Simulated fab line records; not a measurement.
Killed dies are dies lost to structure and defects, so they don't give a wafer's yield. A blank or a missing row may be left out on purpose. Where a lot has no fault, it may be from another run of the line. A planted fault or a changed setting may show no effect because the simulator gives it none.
Which tool is to blame?    flow nand-harc    13 lots with 39 wafers sampled at 6 steps, on a route of 1302 steps

== WHAT EACH GAUGE READ, for each wafer ==
NHARC_A_ONON_D2_THK_MEAS_27: measures by ellipsometry.
lot   measured      on             thk-nm (nm)
L847  day 13 21:32  film-metro-02  993 994 993
L848  day 14 12:00  film-metro-01  985 985 986
L849  day 14 12:17  film-metro-01  992 994 992
L850  day 15 10:02  film-metro-01  1007 1006 1006
L852  day 15 22:21  film-metro-01  984 985 986
L853  day 16 10:42  film-metro-02  997 993 996
L855  day 17 04:28  film-metro-02  1170 1169 1169
L857  day 17 19:44  film-metro-01  1170 1171 1170
L860  day 18 19:13  film-metro-01  1008 1007 1008
L863  day 20 14:29  film-metro-02  1003 1004 1005
L865  day 21 12:47  film-metro-01  1012 1013 1013
L867  day 22 03:47  film-metro-01  995 996 994
L868  day 22 16:49  film-metro-02  997 995 997

NHARC_A_ONON_D2_INSPECT_32.
lot   measured      on                 raw-defect-count
L847  day 13 22:39  defect-inspect-02  339 309 343
L848  day 14 13:05  defect-inspect-01  411 349 422
L849  day 14 13:23  defect-inspect-01  324 311 364
L850  day 15 11:10  defect-inspect-01  1200 1278 1264
L852  day 15 23:27  defect-inspect-02  344 299 361
L853  day 16 11:48  defect-inspect-01  536 574 448
L855  day 17 05:41  defect-inspect-01  308 342 300
L857  day 17 20:50  defect-inspect-01  671 304 300
L860  day 18 20:19  defect-inspect-01  461 747 383
L863  day 20 15:35  defect-inspect-01  440 279 248
L865  day 21 14:17  defect-inspect-02  586 510 444
L867  day 22 04:55  defect-inspect-02  399 222 339
L868  day 22 17:57  defect-inspect-01  422 580 480

NHARC_END_SORT_01.
lot   measured      on         killed-at-array  killed-at-other  killed-at-periphery  killed-dies  killed-open  killed-short
L853  day 27 15:58  prober-01  57 47 47         1 3 0            5 3 1                63 53 48     4 3 5        3 4 3
L860  day 30 08:52  prober-02  66 81 71         1 0 0            8 7 7                75 88 78     3 2 2        2 0 3

== EACH LOT AND THE TOOL THAT RAN IT (in order: tool; ch and the chambers of the sampled wafers; start) ==
lot   NHARC_A_CHANNEL_FILL_D1_ETCHBACK_08            NHARC_A_DECK1_JOINT_CMP_13     NHARC_A_ONON_D2_DEP_25
L847  rie-diel-05 ch 0,1,2, day 12 08:23 or earlier  cmp-04 ch 0,1,3, day 12 08:23  pecvd-onon-03 ch 0, day 13 21:05
L848  rie-diel-05 ch 0,2,3, day 12 18:34 or earlier  cmp-03 ch 0,2,3, day 12 18:34  pecvd-onon-02 ch 0, day 14 11:29
L849  rie-diel-05 ch 0,1,3, day 12 18:29 or earlier  cmp-02 ch 1,2,3, day 12 18:29  pecvd-onon-03 ch 0, day 14 11:50
L850  rie-diel-04 ch 1,2, day 13 12:40 or earlier    cmp-02 ch 1,2, day 13 12:40    pecvd-onon-04 ch 0, day 15 09:38
L852  rie-diel-05 ch 0,2,3, day 14 03:07 or earlier  cmp-04 ch 0,1,3, day 14 03:07  pecvd-onon-02 ch 0, day 15 21:57
L853  rie-diel-05 ch 1,2, day 15 00:31 or earlier    cmp-04 ch 1,2,3, day 15 00:31  pecvd-onon-03 ch 0, day 16 10:11
L855  rie-diel-05 ch 0,1,3, day 15 14:53 or earlier  cmp-03 ch 1,2,3, day 15 14:53  pecvd-onon-02 ch 0, day 17 04:00
L857  rie-diel-04 ch 0,2,3, day 16 05:14 or earlier  cmp-03 ch 0,1,3, day 16 05:14  pecvd-onon-02 ch 0, day 17 19:17
L860  rie-diel-05 ch 1,2,3, day 17 08:19 or earlier  cmp-03 ch 0,3, day 17 08:19    pecvd-onon-03 ch 0, day 18 18:49
L863  rie-diel-04 ch 0,1,2, day 19 02:49 or earlier  cmp-04 ch 1,3, day 19 02:49    pecvd-onon-02 ch 0, day 20 14:05
L865  rie-diel-04 ch 0,2,3, day 19 21:39 or earlier  cmp-04 ch 0,2,3, day 19 21:39  pecvd-onon-02 ch 0, day 21 12:17
L867  rie-diel-04 ch 2,3, day 20 12:07 or earlier    cmp-04 ch 0,1,3, day 20 12:07  pecvd-onon-02 ch 0, day 22 03:17
L868  rie-diel-06 ch 0,1,2, day 20 21:29 or earlier  cmp-04 ch 1,2,3, day 20 21:29  pecvd-onon-03 ch 0, day 22 16:22
- NHARC_A_CHANNEL_FILL_D1_ETCHBACK_08: etches the open film in C4F8, target depth 220 nm, time 110 s.
- NHARC_A_DECK1_JOINT_CMP_13: polishes, target thk 51.023 nm.
- NHARC_A_ONON_D2_DEP_25: target thk 1000 nm.

== WHAT THE TOOLS THEMSELVES READ (means of the sampled wafers that have a number; where no wafer has one, the mark that the record gives instead) ==
NHARC_A_CHANNEL_FILL_D1_ETCHBACK_08.
lot   tool         oes-product-au (a.u.)  rf-vpp-V (V)
L847  rie-diel-05  1.00                   441.0
L848  rie-diel-05  0.96                   440.5
L849  rie-diel-05  0.93                   439.3
L850  rie-diel-04  1.03                   441.3
L852  rie-diel-05  0.92                   439.8
L853  rie-diel-05  0.98                   441.2
L855  rie-diel-05  1.00                   439.4
L857  rie-diel-04  0.92                   439.6
L860  rie-diel-05  0.93                   439.7
L863  rie-diel-04  0.94                   440.6
L865  rie-diel-04  1.00                   439.8
L867  rie-diel-04  1.00                   441.4
L868  rie-diel-06  0.94                   441.6

NHARC_A_DECK1_JOINT_CMP_13.
lot   tool    motor-current-A (A)  time-to-endpoint-s (s)
L847  cmp-04  12.6                 6
L848  cmp-03  11.2                 12
L849  cmp-02  11.9                 13
L850  cmp-02  12.9                 12
L852  cmp-04  12.1                 7
L853  cmp-04  12.9                 9
L855  cmp-03  11.8                 11
L857  cmp-03  10.8                 11
L860  cmp-03  10.9                 11
L863  cmp-04  12.4                 7
L865  cmp-04  12.4                 9
L867  cmp-04  11.9                 9
L868  cmp-04  12.7                 9

== THE ANSWER, worked out from the rows above alone ==
Rule: what is usual is taken from the lots themselves. Put in order of their means at a reading, lots are off if they are a third of the lots or fewer, leave a main group of 4 or more, and stand apart from it by a gap of 3 or more times the standard deviation of the main group's means; of several such gaps the widest counts. A main group whose means are all the same, to the digits that the tables above print for the reading, isn't used. A lot without any number at a reading at which 4 lots or more have one is off too. The other lots that the step has rows for count as sound. Order of review: gauges by route order, followed by the tools' own readings, for which a lot's mean as printed above is used. At the first step where some lot is off, the reading lying furthest off is the one used; lots without a number count as furthest.
Off at NHARC_A_ONON_D2_THK_MEAS_27 (thk-nm): L855, L857. For the main group the mean is 998 nm and the standard deviation 8.6.
A tool fits if, at a process step before that reading, it ran every lot that is off, and no sound lot after the first of them. Gauges at NHARC_A_ONON_D2_THK_MEAS_27: tried the same way as those tools. Because NHARC_A_CHANNEL_FILL_D1_ETCHBACK_08 lacks a start for some lots, the hours and order of its lots are taken from NHARC_A_DECK1_JOINT_CMP_13. Not one of the candidates tried fits.

== WHAT THE SIMULATOR HAD PUT IN ==
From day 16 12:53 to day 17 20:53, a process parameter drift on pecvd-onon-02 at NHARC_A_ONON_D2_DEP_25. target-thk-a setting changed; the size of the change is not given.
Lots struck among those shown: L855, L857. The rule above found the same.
